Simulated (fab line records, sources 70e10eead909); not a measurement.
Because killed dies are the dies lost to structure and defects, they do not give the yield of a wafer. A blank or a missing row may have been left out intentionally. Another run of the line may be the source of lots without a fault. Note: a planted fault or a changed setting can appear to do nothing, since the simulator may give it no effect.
Problem report in the 8D (eight disciplines) form, filled by code | flow nand-harc | the parts of the form that need people (team, actions taken, sign-off) are left out

1. THE ISSUE
exposure-dose-mJ-cm2 at NHARC_P_GATE_EXPOSE_23 reads a mean of 90.76 on 6 wafers of 2 lots; wafers without a fault read 93.89 with a standard deviation of 0.095. That is -33 standard deviations from the usual mean.
The step: exposes mask P GATE, target cd 120 nm.
First observed at day 13 02:35: wafer L223.2, on arfi-scanner-01. The record holds 36 wafers of 12 lots with a number at this step. Rule for "out", or "out of limits": more than 4 standard deviations from the usual mean. The other wafers with a number count as sound.

2. WHAT THIS IS AND IS NOT
question                    | is                     | is not
which readings at this step | exposure-dose-mJ-cm2   | -
which lots                  | L223, L224             | L205, L207, L208, L209, L212, L213, L214, L216, L217, L226
which wafers of those lots  | all that have a number | -
read on which tools         | arfi-scanner-01        | arfi-scanner-02, arfi-scanner-03
when                        | from day 13 02:35      | up to then (27 sound wafers); but 3 sound wafers of L226 came after

3. WHAT RULES OUT EACH SUSPECT
Counting: any tool at a process step up to the reading is kept as a suspect provided that every lot that is out went through it and no sound lot did after the first of them.
- arfi-scanner-01 at NHARC_P_GATE_EXPOSE_23 (exposes mask P GATE, target cd 120 nm): kept. Every lot that is out went through it, starting with L223 (day 13 02:35), and after that it ran no sound lot; the last sound lot it ran before then is L216 (day 10 02:34). Its own exposure-dose-mJ-cm2 readings are out on those wafers.
After counting, what remains is arfi-scanner-01 at NHARC_P_GATE_EXPOSE_23.

4. THE CAUSE (what the simulator had put in)
Process parameters drifting: arfi-scanner-01 at NHARC_P_GATE_EXPOSE_23, beginning at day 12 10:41. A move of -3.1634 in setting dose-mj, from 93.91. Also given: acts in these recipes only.
This tool alone remained once counting was done.

5. THE CHAIN OF EFFECTS, in route order
One row per reading whose mean, taken over the struck wafers that have a number, lies over 3 standard deviations from the usual. Only readings for which the record gives a usual standard deviation are gone through. hours: the time from each lot's start at the first step in this table that gives one to its start at this step, as a median over the lots. sigmas: the change in usual standard deviations.
hours | step                   | reading              | usual | on struck wafers | change | sigmas
0     | NHARC_P_GATE_EXPOSE_23 | exposure-dose-mJ-cm2 | 93.89 | 90.76            | -3.13  | -33
The process steps in it:
- NHARC_P_GATE_EXPOSE_23: exposes mask P GATE, target cd 120 nm.

6. HOW IT WOULD HAVE BEEN CAUGHT EARLIER
The fault began at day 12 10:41; the first out-of-limits reading in this record came at day 13 02:35, 16 hours later.
